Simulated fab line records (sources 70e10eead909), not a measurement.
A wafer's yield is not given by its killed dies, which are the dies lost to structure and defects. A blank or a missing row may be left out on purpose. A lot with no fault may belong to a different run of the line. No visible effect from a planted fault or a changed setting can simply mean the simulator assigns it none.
Chamber matching :: flow nand harc :: 4 sister chambers for NHARC_A_STAIRCASE_TRIM_12 on rie diel-08
The step chemistry O2, time 211.2 s. 8 wafers are shown with their chamber, then 8 later ones without.

== EACH WAFER AND ITS CHAMBER ==
wafer: L080.5
chamber: 1
drypump motor current A (A): 6.0
showerhead plenum p Torr (Torr): 3.80

wafer: L080.6
chamber: 2
drypump motor current A (A): 5.3
showerhead plenum p Torr (Torr): 3.37

wafer: L090.4
chamber: 0
drypump motor current A (A): 5.4
showerhead plenum p Torr (Torr): 3.34

wafer: L090.6
chamber: 1
drypump motor current A (A): 6.0
showerhead plenum p Torr (Torr): 3.78

wafer: L091.1
chamber: 2
drypump motor current A (A): 5.2
showerhead plenum p Torr (Torr): 3.35

wafer: L091.2
chamber: 0
drypump motor current A (A): 5.4
showerhead plenum p Torr (Torr): 3.34

wafer: L091.4
chamber: 3
drypump motor current A (A): 5.2
showerhead plenum p Torr (Torr): 3.51

wafer: L092.3
chamber: 3
drypump motor current A (A): 5.2
showerhead plenum p Torr (Torr): 3.51

== WAFERS WITHOUT THEIR CHAMBER ==
wafer: L092.4
drypump motor current A (A): 6.0
showerhead plenum p Torr (Torr): 3.78

wafer: L092.5
drypump motor current A (A): 5.2
showerhead plenum p Torr (Torr): 3.35

wafer: L093.2
drypump motor current A (A): 5.4
showerhead plenum p Torr (Torr): 3.34

wafer: L093.3
drypump motor current A (A): 5.3
showerhead plenum p Torr (Torr): 3.51

wafer: L093.5
drypump motor current A (A): 6.0
showerhead plenum p Torr (Torr): 3.77

wafer: L097.2
drypump motor current A (A): 5.3
showerhead plenum p Torr (Torr): 3.34

wafer: L097.4
drypump motor current A (A): 6.1
showerhead plenum p Torr (Torr): 3.77

wafer: L097.6
drypump motor current A (A): 5.3
showerhead plenum p Torr (Torr): 3.50

== CHAMBER TAKEN BY EACH ==
wafer: L092.4
from the rows above: 1
in truth: 1

wafer: L092.5
from the rows above: 2
in truth: 2

wafer: L093.2
from the rows above: 0
in truth: 0

wafer: L093.3
from the rows above: 3
in truth: 3

wafer: L093.5
from the rows above: 1
in truth: 1

wafer: L097.2
from the rows above: can't be placed: 2 or 0
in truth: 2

wafer: L097.4
from the rows above: 1
in truth: 1

wafer: L097.6
from the rows above: 3
in truth: 3
Correctly placed: 7 of 8. These rows do not allow placing 1 (true chamber among the candidates in 1). Placed wrongly: 0.
How it was worked out, from the rows above alone: a wafer's distance from a chamber is the root of the sum, over the readings, of the square of ((its reading less the chamber's mean) divided by the reading's scatter). The wafer belongs to the nearest chamber; if the next one is less than 2 further off, it can't be placed. The mean given for a chamber averages the wafers shown for that chamber. How the scatter is found: for the shown wafers, subtract from each reading the mean of its chamber, square and add these, divide the total by (wafers less chambers), then take the root.
